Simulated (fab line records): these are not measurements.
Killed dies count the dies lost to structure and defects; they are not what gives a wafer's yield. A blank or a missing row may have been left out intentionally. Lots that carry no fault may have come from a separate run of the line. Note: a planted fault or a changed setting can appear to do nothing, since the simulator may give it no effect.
Matching of chambers    flow n5_finfet    rie_diel-06 running N5_BEOL_M6_STRIP_36: 4 sister chambers
The step strips in N2/H2. 24 wafers are shown with their chamber, then 12 later ones without.

== EACH WAFER AND ITS CHAMBER ==
wafer   chamber  throttle_valve_pct (%)  showerhead_plenum_p_Torr (Torr)  oes_product_au (a.u.)
L075.3  1        23.46                   2.62                             0.69
L075.4  2        23.60                   2.56                             0.78
L075.6  1        23.49                   2.62                             0.69
L074.3  3        23.82                   2.56                             0.82
L074.5  3        23.80                   2.56                             0.82
L074.6  0        24.30                   2.51                             0.71
L076.3  3        23.80                   2.55                             0.81
L076.4  1        23.48                   2.61                             0.69
L076.6  2        23.58                   2.56                             0.77
L078.1  0        24.31                   2.51                             0.69
L078.3  1        23.47                   2.61                             0.67
L078.6  2        23.58                   2.55                             0.78
L080.1  0        24.29                   2.50                             0.69
L080.2  1        23.49                   2.61                             0.69
L080.4  1        23.48                   2.61                             0.68
L086.2  3        23.85                   2.55                             0.80
L086.3  2        23.58                   2.55                             0.75
L086.5  1        23.52                   2.60                             0.67
L085.2  0        24.34                   2.50                             0.68
L085.4  3        23.86                   2.55                             0.79
L085.5  3        23.81                   2.55                             0.80
L088.1  0        24.31                   2.50                             0.68
L088.3  1        23.51                   2.60                             0.65
L088.5  2        23.65                   2.54                             0.73

SIGNATURES (averages over the wafers above)
reading                   chamber 0  chamber 1  chamber 2  chamber 3  scatter within a chamber
throttle_valve_pct        24.3100    23.4875    23.5980    23.8233    0.0236
showerhead_plenum_p_Torr  2.5040     2.6100     2.5520     2.5533     0.00683
oes_product_au            0.6900     0.6787     0.7620     0.8067     0.0153
Rule: for a wafer and a chamber, the distance is found by dividing, reading by reading, the gap between the wafer's reading and the chamber's mean by the reading's scatter, squaring, summing and taking the root. The wafer belongs to the nearest chamber; if the next one is less than 2 further off, it can't be placed. The scatter: the root of (the sum of the squares of (reading less its chamber's mean) over the shown wafers, divided by (wafers less chambers)).

== WAFERS WITHOUT THEIR CHAMBER ==
wafer   throttle_valve_pct (%)  showerhead_plenum_p_Torr (Torr)  oes_product_au (a.u.)
L091.1  23.87                   2.54                             0.79
L091.2  23.64                   2.54                             0.74
L091.6  23.83                   2.54                             0.79
L092.1  23.85                   2.54                             0.79
L092.3  23.54                   2.60                             0.66
L092.4  23.52                   2.60                             0.67
L093.2  24.31                   2.49                             0.67
L093.4  23.63                   2.54                             0.73
L093.5  23.65                   2.54                             0.74
L095.2  23.65                   2.54                             0.73
L095.3  23.87                   2.54                             0.76
L095.5  24.36                   2.49                             0.67

== WHICH CHAMBER EACH WENT THROUGH ==
wafer   from the rows above  in truth
L091.1  3                    3
L091.2  2                    2
L091.6  3                    3
L092.1  3                    3
L092.3  1                    1
L092.4  1                    1
L093.2  0                    0
L093.4  2                    2
L093.5  2                    2
L095.2  2                    2
L095.3  3                    3
L095.5  0                    0
Correctly placed: 12 of 12. Number that these rows cannot place: 0. 0 placed wrongly.
